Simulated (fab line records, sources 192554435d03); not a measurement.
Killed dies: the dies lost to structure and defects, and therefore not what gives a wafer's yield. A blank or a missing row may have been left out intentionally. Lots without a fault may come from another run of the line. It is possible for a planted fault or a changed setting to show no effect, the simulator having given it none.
Which of the tools did it? | flow n5 finfet | Sampling: 12 lots, 36 wafers, 6 of 1938 route steps

WHAT THE GAUGES SHOWED, per wafer
N5_BEOL_M8_THK_MEAS_53: measures by xrf.
lot  | measured     | on            | M8_THK (nm)
L074 | day 9 19:04  | film metro-02 | 83.2 80.3 82.1
L077 | day 10 07:11 | film metro-01 | 81.8 82.6 82.1
L079 | day 10 11:44 | film metro-01 | 80.0 79.8 81.7
L081 | day 11 07:46 | film metro-02 | 83.0 83.8 81.8
L083 | day 11 14:33 | film metro-01 | 81.0 78.9 80.1
L085 | day 12 05:52 | film metro-02 | 81.1 81.4 79.4
L088 | day 12 19:44 | film metro-01 | 80.1 78.5 78.6
L090 | day 13 03:42 | film metro-02 | 76.9 78.4 80.4
L091 | day 13 05:57 | film metro-02 | 81.8 81.4 80.1
L092 | day 14 20:26 | film metro-02 | 81.1 80.2 80.0
L094 | day 14 22:41 | film metro-02 | 78.9 80.1 80.4
L096 | day 15 22:11 | film metro-01 | 81.9 81.8 81.8

EACH LOT AND THE TOOL THAT RAN IT (in order: tool; ch and the chambers of the sampled wafers; start)
lot  | N5_BEOL_M8_HM_DEP_02         | N5_BEOL_M8_DESCUM_16               | N5_BEOL_M8_DESCUM_33               | N5_BEOL_M8_PRE_CLEAN_45      | N5_BEOL_M8_SURFACE_TREAT_79
L074 | pvd sputter-03, day 9 12:23  | rie diel-01 ch 0,1,3, day 9 13:37  | rie diel-01 ch 0,1,2, day 9 15:11  | pvd sputter-01, day 9 16:30  | pvd sputter-01, day 9 17:06
L077 | pvd sputter-03, day 10 00:37 | rie diel-03 ch 0,2, day 10 01:13   | rie diel-01 ch 1,3, day 10 02:29   | pvd sputter-01, day 10 05:34 | pvd sputter-01, day 10 06:10
L079 | pvd sputter-01, day 10 05:58 | rie diel-03 ch 1,2, day 10 06:26   | rie diel-01 ch 0,1,3, day 10 07:32 | pvd sputter-02, day 10 10:01 | pvd sputter-03, day 10 10:28
L081 | pvd sputter-01, day 11 02:49 | rie diel-01 ch 0,1,2, day 11 03:17 | rie diel-01 ch 0,2, day 11 05:14   | pvd sputter-01, day 11 06:16 | pvd sputter-01, day 11 06:42
L083 | pvd sputter-01, day 11 10:26 | rie diel-05 ch 0,2,3, day 11 11:02 | rie diel-05 ch 0,1,3, day 11 11:58 | pvd sputter-01, day 11 13:00 | pvd sputter-01, day 11 13:20
L085 | pvd sputter-03, day 12 00:45 | rie diel-03 ch 1,3, day 12 01:22   | rie diel-03 ch 1,3, day 12 03:10   | pvd sputter-01, day 12 04:10 | pvd sputter-01, day 12 04:37
L088 | pvd sputter-01, day 12 15:26 | rie diel-03 ch 0,1,3, day 12 16:02 | rie diel-05 ch 0,1,3, day 12 17:04 | pvd sputter-03, day 12 18:25 | pvd sputter-01, day 12 18:46
L090 | pvd sputter-02, day 12 22:01 | rie diel-03 ch 1,2,3, day 12 22:37 | rie diel-05 ch 0,2,3, day 13 00:32 | pvd sputter-03, day 13 01:31 | pvd sputter-01, day 13 01:59
L091 | pvd sputter-03, day 13 01:14 | rie diel-03 ch 1,2, day 13 02:00   | rie diel-01 ch 1,2, day 13 03:05   | pvd sputter-03, day 13 04:09 | pvd sputter-01, day 13 04:31
L092 | pvd sputter-01, day 14 14:12 | rie diel-05 ch 1,2,3, day 14 15:16 | rie diel-05 ch 0,1,3, day 14 16:42 | pvd sputter-01, day 14 18:28 | pvd sputter-01, day 14 19:12
L094 | pvd sputter-02, day 14 17:03 | rie diel-01 ch 0,1,2, day 14 17:38 | rie diel-01 ch 0,1,2, day 14 19:05 | pvd sputter-03, day 14 20:32 | pvd sputter-03, day 14 21:00
L096 | pvd sputter-03, day 15 17:20 | rie diel-01 ch 0,1, day 15 17:56   | rie diel-05 ch 1,2, day 15 19:45   | pvd sputter-02, day 15 20:48 | pvd sputter-02, day 15 21:09
- N5_BEOL_M8_HM_DEP_02: deposits TiN, target thk 20 nm.
- N5_BEOL_M8_DESCUM_16: chemistry O2, time 7.9 s.
- N5_BEOL_M8_DESCUM_33: chemistry O2, time 7 s.
- N5_BEOL_M8_PRE_CLEAN_45: time 30 s.
- N5_BEOL_M8_SURFACE_TREAT_79

THE ANSWER, worked out from the rows above alone
Rule: usual is defined by the lots themselves. The widest of any qualifying gaps counts: lots, ordered by their means at a reading, are off when they make up no more than a third of the lots, leave a main group of 4 or more, and stand apart from it by 3 or more times the standard deviation of that group's means. If all means in a main group match to the digits the tables above print for the reading, that group is not used. A lot without any number at a reading at which 4 lots or more have one is off too. Where the step has rows for the other lots, those lots are counted as sound.
Nothing can be told from this: no lot is off at any reading shown.

WHAT WAS PUT IN BY THE SIMULATOR
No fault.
